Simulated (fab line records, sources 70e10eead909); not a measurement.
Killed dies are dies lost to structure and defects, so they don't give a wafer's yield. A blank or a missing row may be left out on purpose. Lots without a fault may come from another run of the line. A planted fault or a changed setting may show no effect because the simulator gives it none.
fab line records | flow nand_harc | part 2 of 2: steps 33 to 44 of 44
record lots=5 wafers=15 last_day=25
route steps=1159 shown P_GATE@172
lots that met no fault: from a run of the same line without faults
start_h: hours from the record's first day to the start of the lot's first wafer shown | wait_h: hours since the lot's step before | " the same as in the row above | L1.1+2: a row that stands for several wafers | - no value, or no start given | * or withheld: withheld | < > ~ a bound
route shown NAME@n: a module of which the file shows steps, and the number in the route of the first | usual: mean/standard deviation of fault-free wafers | same: alike in all rows | chamber/n: place in a boat | sites: the reading at each site | _std_site: their standard deviation | _edge_site: outer sites' mean less inner sites' | radius_mm: how far each site lies from the wafer's centre | mask NAME#n: copy n | behind: the tool/chamber that last shaped the wafer | hold: why the lot was held/for how many hours/how that ended | device: the transistor (n, p or np) that didn't switch | end of line: the same wafers' tests at the end of the route | a step without rows: its recipe alone | killed: dies lost to structure and defects at the first sort, not the wafer's yield | map: a wafer's dies, x killed, . not, _ none there
set.NAME: the setting as run; set.NAME@STEP: as run at that earlier step | model.NAME: the simulator's own value behind a step, which no gauge read
lots at some steps of the route; a table a step, a row a wafer
services: from which hour (start_h, from the record's first day; less than 0 if before it) a tool's chamber was out of use, for how many hours, and why
## steps
# step NHARC_P_GATE_STRIP_113
# recipe power_w=1500 temp_c=110 time_s=740 chemistry=N2/H2
# usual drypump_motor_current_A=5.6/0.4 heater_power_w=90/10 rf_refl_power_W=23/3.1
# columns lot.wafer tool chamber start_h wait_h drypump_motor_current_A heater_power_w rf_hours_counter_h rf_refl_power_W
L074.4 plasma_asher-02 1 107.66 0.3 5.1 80 - 27
L074.3 " 0 " " 5.7 108 - 21
L074.5 " 0 " " 5.7 105 - 21
L076.2 plasma_asher-01 1 128.38 0.3 6.2 93 6 23
L076.4 " 0 " " 5.5 85 - 19
L076.5 " 0 " " 5.6 86 - 18
L080.2 plasma_asher-02 0 146.58 0.2 5.7 104 46 21
L080.3 " 0 " " 5.7 105 - 22
L080.4 " 1 " " 5.1 76 - 27
L084.3 plasma_asher-01 1 164.95 0.4 6.2 93 - 24
L084.4 " 0 " " 5.5 84 - 18
L084.5 " 1 " " 6.2 92 - 24
L097.1 plasma_asher-01 0 247.66 0.3 5.6 86 45 19
L097.3 " 1 " " 6.2 92 - 23
L097.6 " 1 " " 6.2 93 - 23
# step NHARC_P_GATE_STRIP_95
# recipe power_w=1500 temp_c=250 chemistry=O2
# usual drypump_motor_current_A=5.6/0.4 heater_power_w=335/39 rf_refl_power_W=22/3
# columns lot.wafer tool chamber start_h wait_h drypump_motor_current_A heater_power_w rf_hours_counter_h rf_refl_power_W
L074.4 plasma_asher-02 1 108.15 0.4 5.0 293 - 26
L074.3 " 0 " " 5.7 392 - 22
L074.5 " 0 " " 5.7 402 - 21
L076.2 plasma_asher-01 1 128.99 0.5 6.2 349 6 24
L076.4 " 0 " " 5.5 321 - 19
L076.5 " 0 " " 5.5 327 - 18
L080.2 plasma_asher-02 0 147.29 0.6 5.7 391 47 22
L080.3 " 0 " " 5.7 400 - 21
L080.4 " 1 " " 5.1 285 - 26
L084.3 plasma_asher-01 1 165.45 0.4 6.2 345 - 23
L084.4 " 0 " " 5.5 315 - 18
L084.5 " 1 " " 6.2 353 - 23
L097.1 plasma_asher-01 0 248.26 0.5 5.5 321 46 18
L097.3 " 1 " " 6.2 344 - 24
L097.6 " 1 " " 6.2 340 - 24
# step NHARC_P_GATE_STRIP_96
# recipe time_s=900 temp_c=130 chemistry=SPM
# columns lot.wafer tool chamber start_h wait_h
L074.3+4+5 wet_bench-05 0,1,2 108.35 0.2
L076.5+2+4 wet_bench-04 1,2,5 129.20 0.2
L080.3+4+2 wet_bench-05 3,7,0 147.50 0.2
L084.4+3+5 wet_bench-09 1,2,3 165.66 0.2
L097.3+1+6 wet_bench-09 4,6,0 248.46 0.2
# step NHARC_P_GATE_RTA_64
# recipe temp_c=1050 time_s=1
# usual lamp_power_pct=34.6/0.43 wafer_temp_C_max=1053.6/0.95
# columns lot.wafer tool chamber start_h wait_h lamp_power_pct wafer_temp_C_max
L074.3 rtp_anneal-01 0 108.75 - 35.0 1053.2
L074.4 " 0 " " 35.0 1052.2
L074.5 " 0 " " 35.0 1054.7
L076.2 rtp_anneal-02 0 129.59 - 34.2 1053.6
L076.4 " 0 " " 34.1 1053.2
L076.5 " 0 " " 34.1 1052.7
L080.2 rtp_anneal-01 0 147.88 - 35.0 1053.5
L080.3 " 0 " " 35.1 1055.3
L080.4 " 0 " " 35.0 1053.6
L084.3 rtp_anneal-01 0 166.16 - 35.1 1053.0
L084.4 " 0 " " 35.0 1054.4
L084.5 " 0 " " 35.0 1054.8
L097.1 rtp_anneal-01 0 248.87 - 35.0 1055.6
L097.3 " 0 " " 35.1 1054.8
L097.6 " 0 " " 35.0 1054.5
# step NHARC_P_GATE_ETCH_77
# recipe target_depth_a=60 chemistry=dHF material=SiO2
# columns lot.wafer tool chamber start_h wait_h
L074.5+3+4 wet_bench-05 3,4,5 108.90 0.1
L076.2+5+4 wet_bench-05 6,7,2 129.75 0.1
L080.2+4+3 wet_bench-04 0,1,3 148.05 0.1
L084.5+4+3 wet_bench-05 4,5,6 166.31 0.1
L097.6+3+1 wet_bench-05 2,3,5 249.07 0.0
# step NHARC_P_GATE_DEGAS_109
# recipe temp_c=300 time_s=60
# usual heater_power_w=484/63
# columns lot.wafer tool chamber start_h wait_h heater_power_w
L074.4 pvd_sputter-01 - 109.00 0.1 510
L074.3 " - " " 447
L074.5 " - " " 477
L076.2 pvd_sputter-03 - 129.86 0.1 493
L076.4 " - " " 558
L076.5 " - " " 493
L080.4 pvd_sputter-02 - 148.15 0.1 524
L080.2 " - " " 395
L080.3 " - " " 544
L084.4 pvd_sputter-02 - 166.42 0.1 385
L084.3 " - " " 542
L084.5 " - " " 387
L097.3 pvd_sputter-03 - 249.18 0.1 567
L097.1 " - " " 482
L097.6 " - " " 551
# step NHARC_P_GATE_PRE_CLEAN_110
# recipe time_s=30 bias_v=200 gas=Ar
# columns lot.wafer tool chamber start_h wait_h
L074.3+4+5 pvd_sputter-01 - - -
L076.4+2+5 pvd_sputter-03 - - -
L080.3+4+2 pvd_sputter-02 - - -
L084.3+4+5 pvd_sputter-02 - - -
L097.3+1+6 pvd_sputter-03 - - -
# step NHARC_P_GATE_SPUTTER_78
# recipe target_thk_a=100 material=Ni
# columns lot.wafer tool chamber start_h wait_h
L074.3+4+5 pvd_sputter-01 - - -
L076.4+2+5 pvd_sputter-03 - - -
L080.3+4+2 pvd_sputter-02 - - -
L084.4+3+5 pvd_sputter-02 - - -
L097.1+3+6 pvd_sputter-03 - - -
# step NHARC_P_GATE_SPUTTER_79
# recipe target_thk_a=100 material=TiN
# columns lot.wafer tool chamber start_h wait_h
L074.4+3+5 pvd_sputter-01 - - -
L076.2+4+5 pvd_sputter-03 - - -
L080.3+4+2 pvd_sputter-02 - - -
L084.3+4+5 pvd_sputter-02 - - -
L097.3+1+6 pvd_sputter-03 - - -
# step NHARC_P_GATE_RTA_80
# recipe temp_c=300 time_s=30
# usual lamp_power_pct=2.056/0.025 wafer_temp_C_max=301.0/0.31
# columns lot.wafer tool chamber start_h wait_h lamp_power_pct wafer_temp_C_max
L074.3 rtp_anneal-02 0 109.53 - 2.037 300.6
L074.4 " 0 " " 2.038 300.8
L074.5 " 0 " " 2.040 301.0
L076.2 rtp_anneal-02 0 130.18 - 2.039 301.0
L076.4 " 0 " " 2.042 300.8
L076.5 " 0 " " 2.042 301.0
L080.2 rtp_anneal-01 0 148.48 - 2.092 301.0
L080.3 " 0 " " 2.092 300.9
L080.4 " 0 " " 2.093 301.1
L084.3 rtp_anneal-02 0 166.99 - 2.037 300.7
L084.4 " 0 " " 2.037 300.7
L084.5 " 0 " " 2.036 300.9
L097.1 rtp_anneal-02 0 249.47 - 2.037 301.0
L097.3 " 0 " " 2.038 300.8
L097.6 " 0 " " 2.039 301.1
# step NHARC_P_GATE_STRIP_67
# recipe time_s=600 temp_c=130 chemistry=SPM
# columns lot.wafer tool chamber start_h wait_h
L074.5+4+3 wet_bench-05 5,0,2 109.68 0.1
L076.5+4+2 wet_bench-09 0,2,3 130.35 0.1
L080.3+4+2 wet_bench-04 4,5,6 148.65 0.1
L084.5+4+3 wet_bench-09 3,6,7 167.14 0.1
L097.3+6+1 wet_bench-09 2,3,4 249.67 0.1
# step NHARC_P_GATE_RTA_82
# recipe temp_c=450 time_s=30
# usual lamp_power_pct=4.06/0.05 wafer_temp_C_max=451.5/0.4
# columns lot.wafer tool chamber start_h wait_h lamp_power_pct wafer_temp_C_max
L074.3 rtp_anneal-02 0 110.00 - 4.00 451.1
L074.4 " 0 " " 4.01 451.8
L074.5 " 0 " " 3.99 451.4
L076.2 rtp_anneal-02 0 130.64 - 4.00 451.3
L076.4 " 0 " " 4.00 451.1
L076.5 " 0 " " 4.00 450.8
L080.2 rtp_anneal-01 0 148.93 - 4.10 451.8
L080.3 " 0 " " 4.11 451.6
L080.4 " 0 " " 4.09 451.9
L084.3 rtp_anneal-02 0 167.45 - 4.00 451.1
L084.4 " 0 " " 4.00 451.7
L084.5 " 0 " " 4.01 451.2
L097.1 rtp_anneal-01 0 249.98 - 4.10 451.9
L097.3 " 0 " " 4.10 451.5
L097.6 " 0 " " 4.10 451.5
## services
# columns tool chamber start_h hours kind
krf_scanner-01 - 84.00 4.0 pm
implanter-02 - 85.28 13.0 pm
plasma_asher-01 - 99.00 9.0 pm
rie_diel-13 - 99.36 9.0 pm
pvd_sputter-03 - 102.00 10.0 pm
rie_diel-13 3 112.51 11.6 repair
wet_bench-09 - 112.80 8.0 pm
pvd_sputter-01 - 118.21 63.5 repair
plasma_asher-01 - 138.87 5.5 repair
plasma_asher-01 - 155.61 1.9 repair
wet_bench-04 - 163.20 8.0 pm
litho_track-02 - 165.00 7.0 pm
pvd_sputter-01 - 181.74 10.0 pm
plasma_asher-02 - 183.08 9.0 pm
pvd_sputter-01 - 199.24 6.4 repair
wet_bench-05 - 200.46 8.0 pm
krf_scanner-01 - 201.52 0.9 repair
litho_track-03 - 213.00 7.0 pm
rie_diel-06 0 215.89 4.2 repair
rie_diel-06 3 216.89 5.0 repair
pvd_sputter-02 - 217.21 10.0 pm
litho_track-05 - 237.00 7.0 pm
rie_diel-06 - 241.20 9.0 pm
pvd_sputter-03 - 245.48 3.0 repair
